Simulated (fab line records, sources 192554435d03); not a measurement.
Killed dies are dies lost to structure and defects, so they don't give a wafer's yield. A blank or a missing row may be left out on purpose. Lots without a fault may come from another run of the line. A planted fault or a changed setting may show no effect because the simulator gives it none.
A struck lot beside a sound one | flow n5_finfet | 37 steps out of a route of 1938
Sound: wafers L271.1, L271.3, L271.4. Struck: wafers L278.2, L278.6. (L278.4 of the same lot was not struck and is left out.) The cause comes at the end.
At each step with rows: each side's tool, then ch and its chambers, then its first start. Under that, the readings that differ: sound wafers | struck wafers | difference of the means | sigmas: that difference in standard deviations of wafers without a fault.
alike: readings whose means differ by less than 2 such deviations, and words and numbers that are the same on both sides. not compared: withheld readings, readings that some wafer has no value for, bounds like >300 that may hide the same value, and numbers for which the record gives no deviation and whose values overlap.
The two part at a step that has a row with sigmas, a row that says differs or no value, or rows on one side only. Numbers that don't overlap but have no deviation are shown without sigmas and don't part them. A reading that every wafer of one side lacks parts them only if that side has two wafers or more.

first, 9 steps without rows for these wafers: N5_BEOL_M5_ANNEAL_89 (time 1800 s); N5_BEOL_M5_SPUTTER_90 (material Cu, target thk 4.5 nm, time 8.29 s); N5_BEOL_M5_ECD_50 (material Cu, target thk 300 nm); N5_BEOL_M5_ANNEAL_51 (time 90 s); N5_BEOL_M5_CMP_52 (polishes, stops on SiCOH lowk, t overpolish 6.9 s, target thk 62 nm); N5_BEOL_M5_PRE_CLEAN_77 (time 15 s); N5_BEOL_M5_CO_CAP_78 (material Co, precursor CCTBA/H2, target thk 2 nm, time 102.1 s); N5_BEOL_M5_PRE_CLEAN_55 (time 15 s); N5_BEOL_M5_DEP_56 (deposits SiCN from 3MS/NH3, target thk 8 nm, time 14 s).
N5_BEOL_M6_ILD_DEP_00: deposits SiCOH lowk from DEMS/porogen, target thk 179.75 nm, time 33.4 s.
  sound on pecvd-04 ch 1,2, day 12 02:12; struck on pecvd-04 ch 0, day 14 23:24
  reading                                            | sound             | struck      | difference | sigmas
  showerhead_plenum_p_Torr (Torr)                    | 5.706 5.744 5.714 | 5.755 5.773 | +0.043     | +2
  model.SiCOH_lowk_of_BEOL_M6_ILD_DEP_00.thk_nm (nm) | 180.2 177.8 181.8 | 189.2 194.2 | +11.8      |
  alike: heater_power_outer_w, heater_power_w, susceptor_temp_C, throttle_valve_pct
then, 1 step without rows for these wafers: N5_BEOL_M6_CURE_74 (cures SiCOH lowk, time 240 s).
N5_BEOL_M6_THK_MEAS_01:
  sound on film_metro-01, day 12 02:46; struck on film_metro-02, day 14 23:58
  reading         | sound             | struck      | difference | sigmas
  M6_ILD_THK (nm) | 155.2 153.1 156.9 | 163.4 167.5 | +10.4      | +4
then, 23 steps without rows for these wafers: N5_BEOL_M6_PECVD_70 (deposits SiO2 from TEOS/O2, target thk 20 nm, time 22.7 s); N5_BEOL_M6_HM_DEP_02 (deposits TiN, target thk 20 nm); N5_BEOL_M6_COAT_59 (time 60 s, resist thk 100 nm); N5_BEOL_M6_COAT_60 (time 60 s, resist thk 35 nm); N5_BEOL_M6_COAT_05 (resist thk 90 nm); N5_BEOL_M6_EBR_07; N5_BEOL_M6_SOFTBAKE_06 (time 60 s); N5_BEOL_M6_EXPOSE_08 (exposes mask M6); N5_BEOL_M6_PEB_09 (peb time 60 s); N5_BEOL_M6_DEVELOP_10 (develop time 30 s); N5_BEOL_M6_DESCUM_16 (chemistry O2, time 7.9 s); N5_BEOL_M6_ETCH_61 (etches SiARC in CF4, target depth 45.5 nm, time 75.8 s); N5_BEOL_M6_ETCH_62 (etches SOC in N2/H2, target depth 110 nm, overetch 22 nm, time 165 s); N5_BEOL_M6_STRIP_68 (strips in N2/H2); N5_BEOL_M6_STRIP_67 (strips in CF4); N5_BEOL_M6_HM_OPEN_17 (chemistry Cl2/BCl3, target TiN, target depth 20 nm, overetch 6 nm); N5_BEOL_M6_STRIP_19 (strips in O2); N5_BEOL_M6_COAT_63 (time 60 s, resist thk 60 nm); N5_BEOL_M6_COAT_64 (time 60 s, resist thk 12 nm); N5_BEOL_M6_COAT_71 (time 60 s, resist thk 5 nm); N5_BEOL_M6_COAT_22 (resist thk 30 nm); N5_BEOL_M6_EBR_24; N5_BEOL_M6_SOFTBAKE_23 (time 60 s).
N5_BEOL_M6_CMP_52: polishes, stops on SiCOH lowk, t overpolish 6.9 s, target thk 80 nm.
  sound on cmp-03 ch 0,2,3, day 12 07:55; struck on cmp-02 ch 1, day 15 07:53
  reading                                            | sound             | struck      | difference | sigmas
  model.SiCOH_lowk_of_BEOL_M6_ILD_DEP_00.thk_nm (nm) | 152.4 150.2 153.8 | 160.2 164.6 | +10.3      |
  alike: motor_current_A
-- the record jumps here: 5 days lie between the struck wafers' starts before and after (it left off in module BEOL_M6 and takes up again in module PASSIVATION, whose first step shown is number 1936 of the route) --
N5_PASSIVATION_PROBE_49:
  sound on prober-02, day 15 11:19; struck on prober-01, day 20 14:23
  alike: defect_limited_yield, killed_at_M0_to_M3, killed_at_M4_up, killed_at_contacts, killed_at_front_end, killed_at_other, killed_dies, killed_on_rim, killed_open, killed_short, sort_bin_5_function, sort_bin_6_memory, sort_bin_8_speed, sort_n_pass, sort_yield_pct

WHERE THEY PART
First at N5_BEOL_M6_ILD_DEP_00; last, within this record, at N5_BEOL_M6_THK_MEAS_01. Later steps at which nothing parts them and some readings are alike: N5_BEOL_M6_CMP_52, N5_PASSIVATION_PROBE_49.

WHY: what the simulator had put in
Process parameter drift: pecvd-04, from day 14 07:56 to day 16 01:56, at N5_BEOL_M6_ILD_DEP_00. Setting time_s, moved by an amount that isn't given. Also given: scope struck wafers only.
